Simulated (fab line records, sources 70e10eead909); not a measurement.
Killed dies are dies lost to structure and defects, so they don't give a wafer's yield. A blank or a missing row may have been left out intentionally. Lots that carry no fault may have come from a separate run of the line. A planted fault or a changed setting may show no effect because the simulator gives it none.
fab line records ; flow nand-harc ; part 1 of 2: steps 1 to 20 of 30
[record] lots = 5; wafers = 15; last-day = 31
route steps=1302 shown A_STAIRCASE@830
lots that met no fault: taken from a fault-free run of the same line
start-h: hours from the record's opening day to when the first of the lot's shown wafers began ; wait-h: how many hours have passed since the lot's step before this one ; " repeats the value in the row above ; L1.1+2: several wafers, shown together as one row ; - value missing, or start not given ; * or withheld: withheld ; < > ~ a bound
route shown NAME@n: names a module that has steps shown in the file, with the first one's number in the route ; usual: mean and standard deviation over wafers with no fault ; same: alike in all rows ; chamber/n: place in a boat ; sites: each site's reading ; _std_site: standard deviation of those values ; _edge_site: mean of outer sites minus mean of inner sites ; radius-mm: for every site, how far away it sits from the centre of the wafer ; mask NAME#n: copy n ; behind: the most recent tool/chamber to have shaped the wafer ; hold: why the lot was held/for how many hours/how that ended ; device: which transistor (n, p or np) failed to switch ; end of line: tests of these same wafers at the route's end ; a step given without rows: its recipe and nothing more ; killed: dies that structure and defects cost at the first sort, which is not the same as the wafer's yield ; map: a wafer's dies, x killed, . not, _ none there
set.NAME: setting as actually run; set.NAME@STEP: the setting as run at that earlier step ; model.NAME: the simulator's own value behind a step, which no gauge read
lots at some steps of the route; a table a step, a row a wafer
services: a tool's chamber out of use, with start hour (start-h, from the record's first day; less than 0 if before it), hours out, and reason
[[steps]]
[step NHARC_A_STAIRCASE_DESCUM_312]
[recipe] time-s = 3; o2-flow-sccm = 200; ar-flow-sccm = 0; bias-power-w = 0; chemistry = O2
[usual] drypump-motor-current-A = 5.8/0.51; oes-product-au = 1.002/0.0093; rf-vpp-V = 57.8/0.92; showerhead-plenum-p-Torr = 1.89/0.094; throttle-valve-pct = 11.312/0.0088
lot.wafer;tool;chamber;start-h;wait-h;drypump-motor-current-A;oes-product-au;rf-hours-counter-h;rf-vpp-V;showerhead-plenum-p-Torr;throttle-valve-pct
L074.3;rie-diel-03;2;390.28;-;5.2;0.999;34;56.6;2.00;11.314
L074.1;rie-diel-03;3;390.28;-;5.4;1.015;33;57.6;1.83;11.302
L074.4;rie-diel-03;0;390.28;-;6.3;1.010;32;56.7;1.84;11.314
L080.3;rie-diel-07;0;452.30;-;5.6;0.999;49;57.3;1.80;11.302
L080.2;rie-diel-07;1;452.30;-;6.1;0.996;45;56.6;1.95;11.305
L080.5;rie-diel-07;3;452.30;-;6.3;1.005;-;59.0;1.98;11.314
L087.1;rie-diel-10;3;507.51;-;4.6;0.996;35;56.6;1.92;11.320
L087.4;rie-diel-10;1;507.51;-;6.4;1.000;28;57.3;1.81;11.307
L087.6;rie-diel-10;0;507.51;-;5.6;1.015;-;57.8;1.92;11.312
L086.2;rie-diel-10;2;509.19;-;6.2;1.010;32;59.5;2.05;11.310
L086.4;rie-diel-10;1;509.19;-;6.4;1.007;29;57.0;1.81;11.312
L086.5;rie-diel-10;3;509.19;-;4.6;0.989;-;57.3;1.92;11.309
L092.2;rie-diel-07;3;554.79;-;6.3;1.011;22;58.6;1.97;11.316
L092.3;rie-diel-07;1;554.79;-;6.1;1.011;22;56.9;1.94;11.323
L092.6;rie-diel-07;3;554.79;-;6.3;1.019;-;58.4;1.97;11.307
[step NHARC_A_STAIRCASE_ETCH_313]
[recipe] cf4-flow-sccm = 100; chf3-flow-sccm = 30; ar-flow-sccm = 0; rf-w = 500; bias-w = 200; chemistry = CF4/CHF3
[usual] drypump-motor-current-A = 5.8/0.5; oes-product-au = 0.929/0.014; rf-fwd-power-W = 496.9/1.6; rf-vpp-V = 370.1/2.5; showerhead-plenum-p-Torr = 1.56/0.072; throttle-valve-pct = 16.802/0.0092
lot.wafer;tool;chamber;start-h;wait-h;drypump-motor-current-A;oes-product-au;rf-fwd-power-W;rf-hours-counter-h;rf-vpp-V;showerhead-plenum-p-Torr;throttle-valve-pct
L074.3;rie-diel-03;2;390.36;0.1;5.2;0.913;497.1;34;372.5;1.64;16.796
L074.1;rie-diel-03;0;390.36;0.1;6.3;0.922;499.6;32;369.0;1.52;16.818
L074.4;rie-diel-03;1;390.36;0.1;6.2;0.944;499.7;30;366.0;1.46;16.818
L080.2;rie-diel-07;0;452.43;0.1;5.6;0.914;498.8;49;367.3;1.49;16.788
L080.3;rie-diel-07;1;452.43;0.1;6.1;0.922;497.9;45;369.9;1.61;16.809
L080.5;rie-diel-07;3;452.43;0.1;6.3;0.921;494.5;-;372.0;1.62;16.793
L087.4;rie-diel-10;1;507.60;0.1;6.5;0.923;497.5;28;366.2;1.50;16.813
L087.1;rie-diel-10;3;507.60;0.1;4.7;0.927;495.5;35;370.2;1.58;16.793
L087.6;rie-diel-10;2;507.60;0.1;6.2;0.942;501.2;-;372.9;1.68;16.803
L086.4;rie-diel-10;2;509.28;0.1;6.1;0.942;498.4;32;373.3;1.68;16.797
L086.2;rie-diel-10;3;509.28;0.1;4.6;0.934;497.1;36;370.6;1.58;16.815
L086.5;rie-diel-10;2;509.28;0.1;6.1;0.938;495.6;-;372.6;1.67;16.799
L092.2;rie-diel-07;1;554.88;0.1;6.1;0.939;497.2;22;373.5;1.60;16.803
L092.3;rie-diel-07;3;554.88;0.1;6.3;0.939;495.5;22;373.2;1.61;16.791
L092.6;rie-diel-07;2;554.88;0.1;5.9;0.928;499.6;-;368.2;1.48;16.796
[step NHARC_A_STAIRCASE_HM_OPEN_463]
[recipe] o2-flow-sccm = 400; cos-flow-sccm = 20; ar-flow-sccm = 0; rf-w = 500; bias-w = 300; chemistry = O2/COS
[usual] drypump-motor-current-A = 5.8/0.5; oes-product-au = 1.002/0.0083; rf-fwd-power-W = 498.7/1.4; rf-vpp-V = 466/3.2; showerhead-plenum-p-Torr = 3.09/0.14; throttle-valve-pct = 28.331/0.0086
lot.wafer;tool;chamber;start-h;wait-h;drypump-motor-current-A;oes-product-au;rf-fwd-power-W;rf-hours-counter-h;rf-vpp-V;showerhead-plenum-p-Torr;throttle-valve-pct
L074.3;rie-diel-03;3;-;-;5.3;1.019;498.7;33;464;2.99;28.325
L074.1;rie-diel-03;0;-;-;6.3;1.009;497.2;32;464;3.01;28.330
L074.4;rie-diel-03;1;-;-;6.2;1.021;498.5;30;462;2.90;28.333
L080.3;rie-diel-07;2;-;-;6.0;0.997;498.2;48;464;2.95;28.326
L080.2;rie-diel-07;3;-;-;6.3;0.998;497.3;51;472;3.22;28.326
L080.5;rie-diel-07;2;-;-;6.0;0.997;499.7;-;462;2.95;28.340
L087.4;rie-diel-10;2;-;-;6.2;1.006;502.9;32;472;3.32;28.316
L087.1;rie-diel-10;3;-;-;4.7;0.999;498.8;35;467;3.13;28.337
L087.6;rie-diel-10;0;-;-;5.5;1.011;498.5;-;466;3.12;28.339
L086.4;rie-diel-10;1;-;-;6.4;1.002;499.5;29;465;2.97;28.332
L086.2;rie-diel-10;2;-;-;6.1;1.000;498.4;32;473;3.32;28.325
L086.5;rie-diel-10;3;-;-;4.7;1.006;500.8;-;467;3.13;28.335
L092.3;rie-diel-07;1;-;-;6.1;1.010;497.6;23;468;3.17;28.338
L092.2;rie-diel-07;2;-;-;6.0;1.001;498.9;20;463;2.93;28.316
L092.6;rie-diel-07;1;-;-;6.1;1.008;499.9;-;468;3.17;28.335
[step NHARC_A_STAIRCASE_STRIP_464]
[recipe] o2-flow-sccm = 400; cos-flow-sccm = 20; ar-flow-sccm = 0; bias-w = 0; chemistry = O2/COS
lot.wafer;tool;chamber;start-h;wait-h
L074.4+3+1;rie-diel-03;2,3,0;-;-
L080.3+2+5;rie-diel-07;0,2,0;-;-
L087.4+1+6;rie-diel-10;0,1,2;-;-
L086.2+4+5;rie-diel-10;3,2,3;-;-
L092.2+3+6;rie-diel-07;3,0,0;-;-
[step NHARC_A_STAIRCASE_ETCH_453]
[recipe] target-depth-a = 300; overetch-a = 30; time-s = 16.5; ion-energy-ev = 100; cf4-flow-sccm = 80; o2-flow-sccm = 20; ar-flow-sccm = 0; rf-w = 300; bias-w = 100; chemistry = CF4/O2
[usual] drypump-motor-current-A = 5.8/0.49; oes-product-au = 1.001/0.0095; rf-fwd-power-W = 293.9/1.3; rf-vpp-V = 197.6/1.5; showerhead-plenum-p-Torr = 1.32/0.064; throttle-valve-pct = 13.396/0.0087
lot.wafer;tool;chamber;start-h;wait-h;drypump-motor-current-A;oes-product-au;rf-fwd-power-W;rf-hours-counter-h;rf-vpp-V;showerhead-plenum-p-Torr;throttle-valve-pct
L074.4;rie-diel-03;0;-;-;6.3;0.992;295.2;32;196.8;1.29;13.389
L074.3;rie-diel-03;1;-;-;6.2;1.018;293.9;31;197.8;1.24;13.396
L074.1;rie-diel-03;3;-;-;5.3;1.009;292.5;33;196.7;1.28;13.390
L080.2;rie-diel-07;2;-;-;6.0;0.996;292.0;48;196.7;1.26;13.399
L080.3;rie-diel-07;3;-;-;6.3;1.002;295.3;51;199.0;1.38;13.394
L080.5;rie-diel-07;2;-;-;5.9;0.987;294.0;-;196.1;1.26;13.396
L087.4;rie-diel-10;2;-;-;6.2;0.998;294.4;32;199.9;1.42;13.406
L087.1;rie-diel-10;3;-;-;4.6;1.006;292.3;35;199.1;1.34;13.410
L087.6;rie-diel-10;1;-;-;6.4;1.007;295.8;-;197.8;1.27;13.410
L086.2;rie-diel-10;0;-;-;5.5;1.000;293.4;23;197.6;1.34;13.398
L086.4;rie-diel-10;2;-;-;6.1;1.003;295.8;32;200.5;1.42;13.405
L086.5;rie-diel-10;0;-;-;5.5;1.005;293.9;-;197.6;1.34;13.406
L092.2;rie-diel-07;0;-;-;5.5;0.996;293.7;24;196.6;1.25;13.397
L092.3;rie-diel-07;2;-;-;5.9;0.999;291.9;20;197.4;1.25;13.396
L092.6;rie-diel-07;1;-;-;6.1;1.009;295.0;-;197.3;1.36;13.396
[step NHARC_A_STAIRCASE_ETCH_315]
[recipe] target-depth-a = 25000; time-s = 607.1; ion-energy-ev = 800; c4f8-flow-sccm = 80; o2-flow-sccm = 60; ar-flow-sccm = withheld; rf-w = 600; bias-w = 3000; chemistry = C4F8/O2/Ar
[usual] oes-product-au = 0.931/0.0093; rf-fwd-power-W = 599.1/1.7; rf-vpp-V = 1824/12
lot.wafer;tool;chamber;start-h;wait-h;oes-product-au;rf-fwd-power-W;rf-hours-counter-h;rf-vpp-V
L074.3;rie-diel-03;1;-;-;0.935;599.4;31;1807
L074.4;rie-diel-03;2;-;-;0.917;599.3;35;1838
L074.1;rie-diel-03;3;-;-;0.935;601.0;34;1815
L080.2;rie-diel-07;3;-;-;0.921;599.6;52;1835
L080.3;rie-diel-07;1;-;-;0.933;595.5;46;1832
L080.5;rie-diel-07;0;-;-;0.923;598.3;-;1813
L087.4;rie-diel-10;3;-;-;0.924;598.2;35;1828
L087.1;rie-diel-10;0;-;-;0.932;596.9;22;1826
L087.6;rie-diel-10;3;-;-;0.927;597.2;-;1828
L086.2;rie-diel-10;2;-;-;0.940;601.8;32;1844
L086.4;rie-diel-10;0;-;-;0.934;597.1;23;1829
L086.5;rie-diel-10;2;-;-;0.947;601.3;-;1844
L092.2;rie-diel-07;2;-;-;0.938;600.7;20;1810
L092.3;rie-diel-07;3;-;-;0.938;599.8;22;1834
L092.6;rie-diel-07;2;-;-;0.926;600.2;-;1810
[step NHARC_A_STAIRCASE_STRIP_316]
[recipe] o2-flow-sccm = 500; ar-flow-sccm = 0; bias-w = 0; chemistry = O2
[usual] drypump-motor-current-A = 5.9/0.47; oes-product-au = 1.002/0.0094; rf-vpp-V = 57.7/0.92; showerhead-plenum-p-Torr = 3.49/0.16; throttle-valve-pct = 17.036/0.0089
lot.wafer;tool;chamber;start-h;wait-h;drypump-motor-current-A;oes-product-au;rf-hours-counter-h;rf-vpp-V;showerhead-plenum-p-Torr;throttle-valve-pct
L074.4;rie-diel-03;0;-;-;6.3;1.001;32;57.6;3.41;17.026
L074.3;rie-diel-03;1;-;-;6.2;1.010;31;58.0;3.28;17.048
L074.1;rie-diel-03;2;-;-;5.2;0.983;35;57.5;3.67;17.029
L080.2;rie-diel-07;3;-;-;6.3;1.010;52;56.8;3.64;17.028
L080.3;rie-diel-07;0;-;-;5.6;0.995;50;57.6;3.33;17.058
L080.5;rie-diel-07;3;-;-;6.3;0.999;-;58.8;3.64;17.017
L087.4;rie-diel-10;0;-;-;5.5;1.021;23;58.9;3.53;17.055
L087.1;rie-diel-10;2;-;-;6.2;1.004;32;58.2;3.75;17.028
L087.6;rie-diel-10;1;-;-;6.5;1.012;-;57.1;3.36;17.028
L086.4;rie-diel-10;0;-;-;5.6;1.008;23;58.0;3.53;17.039
L086.2;rie-diel-10;2;-;-;6.2;1.010;33;57.7;3.75;17.027
L086.5;rie-diel-10;1;-;-;6.4;1.010;-;56.8;3.36;17.031
L092.2;rie-diel-07;2;-;-;6.0;1.002;21;56.4;3.32;17.036
L092.3;rie-diel-07;3;-;-;6.3;1.013;22;59.4;3.62;17.039
L092.6;rie-diel-07;0;-;-;5.6;0.998;-;58.0;3.31;17.057
[step NHARC_A_STAIRCASE_STRIP_317]
[recipe] time-s = 900; temp-c = 130; chemistry = SPM
lot.wafer;tool;chamber;start-h;wait-h
L074.3+4+1;wet-bench-02;2,3,4;391.84;-
L080.2+5+3;wet-bench-04;3,5,7;453.87;-
L087.1+4+6;wet-bench-09;2,5,6;508.91;-
L086.2+5+4;wet-bench-02;1,3,5;510.53;-
L092.3+6+2;wet-bench-02;2,6,7;556.14;-
[step NHARC_A_STAIRCASE_PRECLEAN_318]
[recipe] time-s = *; temp-c = 50; bath-age-min = 0; chemistry = SC1
lot.wafer;tool;chamber;start-h;wait-h
L074.3+4+1;wet-bench-02;2,3,4;-;-
L080.2+5+3;wet-bench-04;3,5,7;-;-
L087.1+4+6;wet-bench-09;2,5,6;-;-
L086.2+5+4;wet-bench-02;1,3,5;-;-
L092.3+6+2;wet-bench-02;2,6,7;-;-
[step NHARC_A_STAIRCASE_SRD_329]
lot.wafer;tool;chamber;start-h;wait-h
L074.3+4+1;wet-bench-02;2,3,4;-;-
L080.2+5+3;wet-bench-04;3,5,7;-;-
L087.1+4+6;wet-bench-09;2,5,6;-;-
L086.2+5+4;wet-bench-02;1,3,5;-;-
L092.3+6+2;wet-bench-02;2,6,7;-;-
[step NHARC_A_STAIRCASE_ALD_415]
[recipe] target-thk-a = 300; pulse-time-s = 6; ald-cycles = 300; temp-c = 300; material = SiO2
[usual] heater-power-w = 445/49; precursor-pulse-height-rel = 1.001/0.02
lot.wafer;tool;chamber;start-h;wait-h;heater-power-w;precursor-pulse-height-rel
L074.3;ald-hk-01;0;392.36;0.1;432;0.984
L074.4;ald-hk-01;2;392.36;0.1;410;1.005
L074.1;ald-hk-01;3;392.36;0.1;381;0.994
L080.3;ald-hk-04;0;454.40;0.1;546;0.995
L080.2;ald-hk-04;2;454.40;0.1;506;1.012
L080.5;ald-hk-04;1;454.40;0.1;469;1.001
L087.4;ald-hk-01;0;509.44;0.1;429;0.983
L087.1;ald-hk-01;2;509.44;0.1;395;0.988
L087.6;ald-hk-01;1;509.44;0.1;406;0.975
L086.4;ald-hk-01;1;511.28;0.3;403;0.977
L086.2;ald-hk-01;2;511.28;0.3;404;1.001
L086.5;ald-hk-01;1;511.28;0.3;403;1.020
L092.3;ald-hk-01;1;556.67;0.1;405;0.979
L092.2;ald-hk-01;3;556.67;0.1;384;1.001
L092.6;ald-hk-01;1;556.67;0.1;398;1.014
[step NHARC_A_STAIRCASE_ETCHBACK_416]
[recipe] target-depth-a = 360; time-s = 7.2; c4f8-flow-sccm = withheld; o2-flow-sccm = 8; ar-flow-sccm = withheld; rf-w = 600; bias-w = 800; chemistry = C4F8/O2/Ar
[usual] oes-product-au = 0.94/0.031; rf-fwd-power-W = 585.9/2.1; rf-vpp-V = 722/4.6
lot.wafer;tool;chamber;start-h;wait-h;oes-product-au;rf-fwd-power-W;rf-hours-counter-h;rf-vpp-V
L074.4;rie-diel-10;3;-;-;0.92;584.9;44;724
L074.1;rie-diel-10;1;-;-;0.93;587.0;37;720
L074.3;rie-diel-10;2;-;-;0.94;583.8;49;731
L080.3;rie-diel-03;3;-;-;0.92;587.3;55;719
L080.2;rie-diel-03;0;-;-;0.94;585.4;53;720
L080.5;rie-diel-03;2;-;-;0.92;587.7;-;726
L087.4;rie-diel-10;0;-;-;0.92;586.5;24;722
L087.1;rie-diel-10;1;-;-;0.92;585.8;30;718
L087.6;rie-diel-10;0;-;-;0.93;584.5;-;725
L086.2;rie-diel-10;2;-;-;0.93;588.7;33;729
L086.4;rie-diel-10;0;-;-;0.93;582.8;24;723
L086.5;rie-diel-10;2;-;-;0.93;587.1;-;730
L092.2;rie-diel-07;1;-;-;0.92;589.3;23;725
L092.3;rie-diel-07;2;-;-;0.92;587.6;21;718
L092.6;rie-diel-07;3;-;-;0.93;581.5;-;726
[step NHARC_A_STAIRCASE_STRIP_476]
[recipe] time-s = 20; o2-flow-sccm = 500; ar-flow-sccm = 0; bias-w = 0; chemistry = O2
[usual] drypump-motor-current-A = 5.9/0.5; oes-product-au = 1.001/0.0093; rf-vpp-V = 57.7/0.84; showerhead-plenum-p-Torr = 3.49/0.16; throttle-valve-pct = 17.036/0.0089
lot.wafer;tool;chamber;start-h;wait-h;drypump-motor-current-A;oes-product-au;rf-hours-counter-h;rf-vpp-V;showerhead-plenum-p-Torr;throttle-valve-pct
L074.4;rie-diel-10;2;394.52;0.1;6.2;1.003;49;59.9;3.78;17.027
L074.1;rie-diel-10;0;394.52;0.1;5.6;1.003;46;58.1;3.55;17.038
L074.3;rie-diel-10;1;394.52;0.1;6.4;1.003;37;57.5;3.38;17.040
L080.2;rie-diel-03;0;456.66;0.1;6.3;1.010;53;58.1;3.39;17.039
L080.3;rie-diel-03;1;456.66;0.1;6.2;1.015;49;57.1;3.27;17.049
L080.5;rie-diel-03;3;456.66;0.1;5.4;0.997;-;56.2;3.37;17.046
L087.1;rie-diel-10;0;511.61;0.1;5.6;0.997;24;58.2;3.53;17.047
L087.4;rie-diel-10;2;511.61;0.1;6.1;0.992;33;57.5;3.75;17.049
L087.6;rie-diel-10;1;511.61;0.1;6.4;1.005;-;56.7;3.36;17.055
L086.4;rie-diel-10;2;513.31;0.1;6.2;1.004;33;58.4;3.75;17.042
L086.2;rie-diel-10;1;513.31;0.1;6.4;1.003;30;57.1;3.36;17.035
L086.5;rie-diel-10;3;513.31;0.1;4.6;1.010;-;56.7;3.54;17.028
L092.3;rie-diel-07;2;558.88;0.1;5.9;1.000;21;57.4;3.32;17.034
L092.2;rie-diel-07;3;558.88;0.1;6.3;1.005;23;57.8;3.62;17.034
L092.6;rie-diel-07;2;558.88;0.1;6.0;1.011;-;57.4;3.32;17.049
[step NHARC_A_STAIRCASE_DEP_417]
[recipe] target-thk-a = 600; step-coverage-pct = 20; temp-c = 400; target-thk-nm = 60; flow-sccm = 200; rf-w = 450; material = Si3N4
[usual] heater-power-w = 717/90; rf-fwd-power-W = 448.9/1.3; showerhead-vpp-V = 1303/29
lot.wafer;tool;chamber;start-h;wait-h;heater-power-w;rf-fwd-power-W;showerhead-vpp-V
L074.3;pecvd-02;2;394.62;-;944;450.1;1284
L074.1;pecvd-02;0;394.62;-;688;449.5;1324
L074.4;pecvd-02;0;394.62;-;687;449.0;1329
L080.3;pecvd-01;0;456.79;-;654;449.1;1323
L080.2;pecvd-01;1;456.79;-;757;448.6;1312
L080.5;pecvd-01;2;456.79;-;673;449.4;1292
L087.1;pecvd-01;1;511.71;-;681;448.9;1298
L087.4;pecvd-01;1;511.71;-;687;448.0;1297
L087.6;pecvd-01;0;511.71;-;568;450.2;1327
L086.2;pecvd-01;0;513.45;-;566;450.9;1350
L086.4;pecvd-01;2;513.45;-;611;449.1;1295
L086.5;pecvd-01;0;513.45;-;558;449.7;1333
L092.2;pecvd-01;2;558.97;-;756;448.9;1287
L092.3;pecvd-01;0;558.97;-;624;449.8;1328
L092.6;pecvd-01;2;558.97;-;747;449.4;1300
[step NHARC_A_STAIRCASE_WET_418]
[recipe] temp-c = 160; target-depth-a = 200; chemistry = H3PO4
lot.wafer;tool;chamber;start-h;wait-h
L074.1+3+4;wet-h3po4-02;0;396.64;-
L080.2+3+5;wet-h3po4-02;0;458.74;-
L087.1+4+6;wet-h3po4-02;1;513.70;-
L086.2+4+5;wet-h3po4-02;0;515.44;-
L092.2+3+6;wet-h3po4-02;1;560.97;-
[step NHARC_A_STAIRCASE_PRECLEAN_419]
[recipe] time-s = *; temp-c = 50; bath-age-min = 0; chemistry = SC1
lot.wafer;tool;chamber;start-h;wait-h
L074.3+4+1;wet-bench-09;6,7,0;397.21;0.0
L080.5+2+3;wet-bench-02;4,6,7;459.32;0.0
L087.1+4+6;wet-bench-04;0,1,4;514.28;0.0
L086.5+2+4;wet-bench-02;7,3,4;516.01;0.0
L092.2+3+6;wet-bench-09;5,6,2;561.54;0.0
[step NHARC_A_STAIRCASE_SRD_421]
lot.wafer;tool;chamber;start-h;wait-h
L074.3+4+1;wet-bench-09;6,7,0;-;-
L080.5+2+3;wet-bench-02;4,6,7;459.38;0.0
L087.1+4+6;wet-bench-04;0,1,4;-;-
L086.5+2+4;wet-bench-02;7,3,4;-;-
L092.2+3+6;wet-bench-09;5,6,2;-;-
[step NHARC_A_STAIRCASE_ALD_420]
[recipe] target-thk-a = 200; pulse-time-s = 6; ald-cycles = 200; temp-c = 300; material = SiO2
[usual] heater-power-w = 434/43; precursor-pulse-height-rel = 0.997/0.022
lot.wafer;tool;chamber;start-h;wait-h;heater-power-w;precursor-pulse-height-rel
L074.1;ald-hk-01;2;397.51;-;398;0.969
L074.4;ald-hk-01;3;397.51;-;390;0.992
L074.3;ald-hk-01;0;397.51;-;434;1.026
L080.2;ald-hk-03;2;459.65;0.3;423;1.010
L080.3;ald-hk-03;0;459.65;0.3;458;0.980
L080.5;ald-hk-03;1;459.65;0.3;394;1.014
L087.4;ald-hk-03;0;514.42;-;467;0.959
L087.1;ald-hk-03;3;514.42;-;423;0.969
L087.6;ald-hk-03;0;514.42;-;473;0.987
L086.2;ald-hk-01;3;516.15;-;392;0.989
L086.4;ald-hk-01;2;516.15;-;405;1.002
L086.5;ald-hk-01;0;516.15;-;431;0.986
L092.3;ald-hk-01;1;561.68;-;397;1.016
L092.2;ald-hk-01;3;561.68;-;389;1.029
L092.6;ald-hk-01;1;561.68;-;404;0.949
[step NHARC_A_STAIRCASE_CVD_552]
[recipe] target-thk-a = 400; temp-c = 700; pressure-mtorr = 300; material = SiNx
[usual] spike-tc-centre-C = 701.6/1.6; spike-tc-upper-C = 699.7/1; zone-power-top-pct = 22.3/0.94
lot.wafer;tool;chamber;start-h;wait-h;spike-tc-centre-C;spike-tc-upper-C;zone-power-top-pct
L074.1;lpcvd-01;1;-;-;703.9;697.7;22.2
L074.3;lpcvd-01;1;-;-;703.8;698.4;22.8
L074.4;lpcvd-01;1;-;-;701.8;699.3;22.5
L080.2;lpcvd-01;1;-;-;703.2;699.8;22.5
L080.3;lpcvd-01;1;-;-;701.3;696.3;22.4
L080.5;lpcvd-01;1;-;-;700.8;699.3;22.8
L087.1;lpcvd-01;0;-;-;698.8;699.5;21.5
L087.4;lpcvd-01;0;-;-;700.7;700.6;21.4
L087.6;lpcvd-01;0;-;-;699.8;699.4;21.5
L086.2;lpcvd-01;1;-;-;702.4;697.4;22.7
L086.4;lpcvd-01;1;-;-;702.1;698.7;22.3
L086.5;lpcvd-01;1;-;-;703.5;699.5;22.9
L092.2;lpcvd-01;1;-;-;704.9;700.1;22.4
L092.3;lpcvd-01;1;-;-;701.3;698.9;22.3
L092.6;lpcvd-01;1;-;-;703.4;699.7;22.5
[step NHARC_A_STAIRCASE_DEP_151]
[recipe] target-thk-a = 72000; temp-c = 400; target-thk-nm = 7200; teos-flow-sccm = 200; rf-w = 500; material = SiO2
[usual] heater-power-w = 672/97; mfc-precursor-sccm = 199.9/0.58; rf-fwd-power-W = 499.5/1.6
lot.wafer;tool;chamber;start-h;wait-h;heater-power-w;mfc-precursor-sccm;rf-fwd-power-W
L074.3;pecvd-02;1;402.53;0.4;898;199.6;500.8
L074.1;pecvd-02;0;402.53;0.4;684;199.2;500.6
L074.4;pecvd-02;1;402.53;0.4;735;200.4;499.1
L080.2;pecvd-03;2;468.14;0.4;600;200.3;499.8
L080.3;pecvd-03;0;468.14;0.4;727;200.0;500.5
L080.5;pecvd-03;1;468.14;0.4;621;199.5;499.5
L087.1;pecvd-01;1;519.79;0.6;690;199.4;500.9
L087.4;pecvd-01;0;519.79;0.6;495;200.5;498.7
L087.6;pecvd-01;1;519.79;0.6;594;199.8;500.0
L086.2;pecvd-03;0;524.24;0.4;616;199.9;500.0
L086.5;pecvd-03;1;524.24;0.4;620;200.9;497.5
L086.4;pecvd-03;2;524.24;0.4;588;199.9;504.5
L092.2;pecvd-03;2;569.88;0.5;751;200.6;498.1
L092.3;pecvd-03;0;569.88;0.5;655;200.6;499.1
L092.6;pecvd-03;0;569.88;0.5;584;199.3;497.8
